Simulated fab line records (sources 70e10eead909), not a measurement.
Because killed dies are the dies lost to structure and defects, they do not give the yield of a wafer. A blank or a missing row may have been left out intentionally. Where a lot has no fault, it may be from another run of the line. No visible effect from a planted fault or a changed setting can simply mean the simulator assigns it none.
Code-filled problem report in 8D (eight disciplines) form || flow nand harc || the parts of the form that need people (team, actions taken, sign-off) are left out

## 1. THE PROBLEM
At NHARC_A_M1_CMP_23, time to endpoint s averages 14.4 s over 2 wafers from 2 lots, while fault-free wafers read 28.7 s, standard deviation 2.6. That puts it -5.5 standard deviations away from the usual mean.
The step: polishes, t overpolish 20 s, target thk 154.34 nm.
Seen first at day 18 11:52 on cmp-01, wafer L180.1. Wafers with a number at this step in the record: 37, from 13 lots. By rule, "out" or "out of limits" means more than 4 standard deviations away from the usual mean. Any other wafer with a number is counted as sound.

## 2. WHAT IT IS, WHAT IT ISN'T
{"question": "which readings at this step", "is": "time to endpoint s", "is not": "motor current A"}
{"question": "which lots", "is": "L180, L182", "is not": "L177, L178, L179, L181, L190, L192, L194, L196, L197, L198, L199"}
{"question": "which wafers of those lots", "is": "L180.1, L182.1", "is not": "L180.6, L182.3"}
{"question": "read on which tools", "is": "cmp-01", "is not": "cmp-03, cmp-04"}
{"question": "when", "is": "from day 18 11:52", "is not": "up to then (10 sound wafers); but 25 sound wafers of L181, L182, L190, L192, L194, L196, L197, L198, L199 came after"}

## 3. WHAT RULES OUT EACH SUSPECT
Counting: any tool at a process step up to the reading remains a suspect provided it ran every lot that is out. Sound lots after the first of them don't rule it out here, since some wafers of a struck lot are sound.
- pvd sputter-01 at NHARC_A_M1_PVD_20 (deposits TaN, target thk 5 nm, time 8.06 s): kept. It ran every lot that is out, first L180 (day 18 11:07). NHARC_A_M1_PVD_20: start missing for some lots; hours and lot order therefore follow NHARC_A_M1_ECD_22.
- ecd cu-02 at NHARC_A_M1_ECD_22 (material Cu, target thk 400 nm): kept. Every lot that is out went through it, the first being L180 (day 18 11:07); the last sound lot it ran before that was L179 (day 18 09:29).
- cmp-01 at NHARC_A_M1_CMP_23 (polishes, t overpolish 20 s, target thk 154.34 nm): kept. Every lot that is out went through it, the first being L180 (day 18 11:52); the last sound lot it ran before that was L178 (day 17 21:26). Its own readings are out on those wafers: time to endpoint s.
Left after counting: pvd sputter-01 at NHARC_A_M1_PVD_20, ecd cu-02 at NHARC_A_M1_ECD_22, cmp-01 at NHARC_A_M1_CMP_23.

## 4. THE CAUSE (what the simulator had put in)
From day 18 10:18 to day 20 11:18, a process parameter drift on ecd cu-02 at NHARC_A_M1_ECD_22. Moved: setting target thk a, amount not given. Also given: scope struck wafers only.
After counting, 3 suspects remain, this tool included.

## 5. THE CHAIN OF EFFECTS, in route order
Each row: a reading where the mean over the struck wafers with a number is more than 3 standard deviations away from the usual. Only readings whose record carries a usual standard deviation are examined. hours: median over the lots of the time between each lot's start at the first step of this table that gives one and its start at this step. sigmas: the change, counted in usual standard deviations.
{"hours": 0, "step": "NHARC_A_M1_CMP_23", "reading": "time to endpoint s", "usual": "28.7 s", "on struck wafers": 14.4, "change": -14.3, "sigmas": -5.5}
{"hours": 48, "step": "NHARC_END_SORT_01", "reading": "killed at periphery", "usual": 3.4, "on struck wafers": 12.0, "change": "+8.6", "sigmas": "+3.2"}
It contains these process steps:
- NHARC_A_M1_CMP_23: polishes, t overpolish 20 s, target thk 154.34 nm.

## 6. WHAT WOULD HAVE CAUGHT IT SOONER
In this record the first reading out of limits was taken at day 18 11:52, 2 hours after the fault began at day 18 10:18.
Of the lots that are out (2), L182 began NHARC_A_M1_ECD_22 on ecd cu-02 after day 18 11:52. Holding the tool at that time would have saved it.
